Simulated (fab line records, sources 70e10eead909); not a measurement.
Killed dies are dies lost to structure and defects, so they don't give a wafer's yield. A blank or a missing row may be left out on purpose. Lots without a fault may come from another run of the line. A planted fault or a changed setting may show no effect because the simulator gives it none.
A struck lot beside a sound one | flow nand_harc | 13 steps out of a route of 1159
Sound: wafers L962.1, L962.3, L962.5. Struck: wafer L956.6. (L956.1, L956.4 of the same lot were not struck and are left out.) The cause comes at the end.
At each step with rows: each side's tool, then ch and its chambers, then its first start. Under that, the readings that differ: sound wafers | struck wafers | difference of the means | sigmas: that difference in standard deviations of wafers without a fault.
alike: readings whose means differ by less than 2 such deviations, and words and numbers that are the same on both sides. not compared: withheld readings, readings that some wafer has no value for, bounds like >300 that may hide the same value, and numbers for which the record gives no deviation and whose values overlap.
The two part at a step that has a row with sigmas, a row that says differs or no value, or rows on one side only. Numbers that don't overlap but have no deviation are shown without sigmas and don't part them. A reading that every wafer of one side lacks parts them only if that side has two wafers or more.

NHARC_A_SLIT_CD_MEAS_21:
  sound on cd_sem-01, day 18 08:32; struck on cd_sem-03, day 17 20:40
  alike: cd_nm
then, 3 steps without rows for these wafers: NHARC_A_SIN_REMOVE_WET_00 (chemistry H3PO4, time 15300 s); NHARC_A_SIN_REMOVE_PRECLEAN_01 (cleans in SC1); NHARC_A_SIN_REMOVE_SRD_02.
NHARC_A_SIN_REMOVE_INSPECT_04:
  sound on defect_inspect-02, day 18 16:17; struck on defect_inspect-02, day 18 04:20
  alike: raw_defect_count
NHARC_A_WL_FILL_ALD_00: deposits Al2O3, target thk 3 nm, pulse time 3 s, ald cycles 30.
  sound on ald_hk-01 ch 1,2,3, day 18 16:22; struck on ald_hk-04 ch 1, day 18 05:47
  alike: heater_power_w, precursor_pulse_height_rel
then, 1 step without rows for these wafers: NHARC_A_WL_FILL_RTA_01 (time 5 s).
NHARC_A_WL_FILL_ALD_02: deposits TiN, target thk 2 nm, pulse time 3 s, ald cycles 100.
  sound on ald_metal-04 ch 0,1,3, day 18 17:02; struck on ald_metal-01 ch 2, day 18 06:22
  alike: heater_power_w, precursor_pulse_height_rel
NHARC_A_WL_FILL_CVD_03: deposits W, target thk 40 nm, time 3302 s.
  sound on cvd_w-01 ch 0,1, day 18 20:11; struck on cvd_w-02 ch 0, day 18 10:11
  alike: heater_power_w, throttle_valve_pct
NHARC_A_WL_FILL_ETCHBACK_04: etches the open film in NF3, target depth 60 nm, time 120 s.
  sound on rie_metal-03 ch 0, day 18 23:03; struck on rie_metal-01 ch 1, day 18 11:09
  reading          | sound             | struck | difference | sigmas
  run_length_s (s) | 141.2 141.1 141.0 | 140.4  | -0.7       | -2
  alike: drypump_motor_current_A, oes_product_au
  not compared: rf_hours_counter_h
NHARC_A_WL_FILL_ETCHBACK_05: etches the open film in Cl2/BCl3, target depth 22 nm, time 60 s.
  sound on rie_metal-03 ch 0,1, day 18 23:17; struck on rie_metal-01 ch 1, day 18 11:24
  reading          | sound          | struck | difference | sigmas
  run_length_s (s) | 80.9 80.8 80.9 | 57.5   | -23.4      | -65
  alike: drypump_motor_current_A, oes_product_au
  not compared: rf_hours_counter_h
NHARC_A_WL_FILL_STRIP_27: strips in N2/H2, time 20 s.
  sound on plasma_asher-02 ch 0, day 18 23:28; struck on plasma_asher-01 ch 1, day 18 11:33
  reading                     | sound       | struck | difference | sigmas
  drypump_motor_current_A (A) | 5.3 5.3 5.2 | 6.0    | +0.7       | +2
  alike: heater_power_w
  not compared: rf_hours_counter_h
then, 1 step without rows for these wafers: NHARC_END_SORT_01.

WHERE THEY PART
First at NHARC_A_WL_FILL_ETCHBACK_04; last, within this record, at NHARC_A_WL_FILL_STRIP_27.

WHY: what the simulator had put in
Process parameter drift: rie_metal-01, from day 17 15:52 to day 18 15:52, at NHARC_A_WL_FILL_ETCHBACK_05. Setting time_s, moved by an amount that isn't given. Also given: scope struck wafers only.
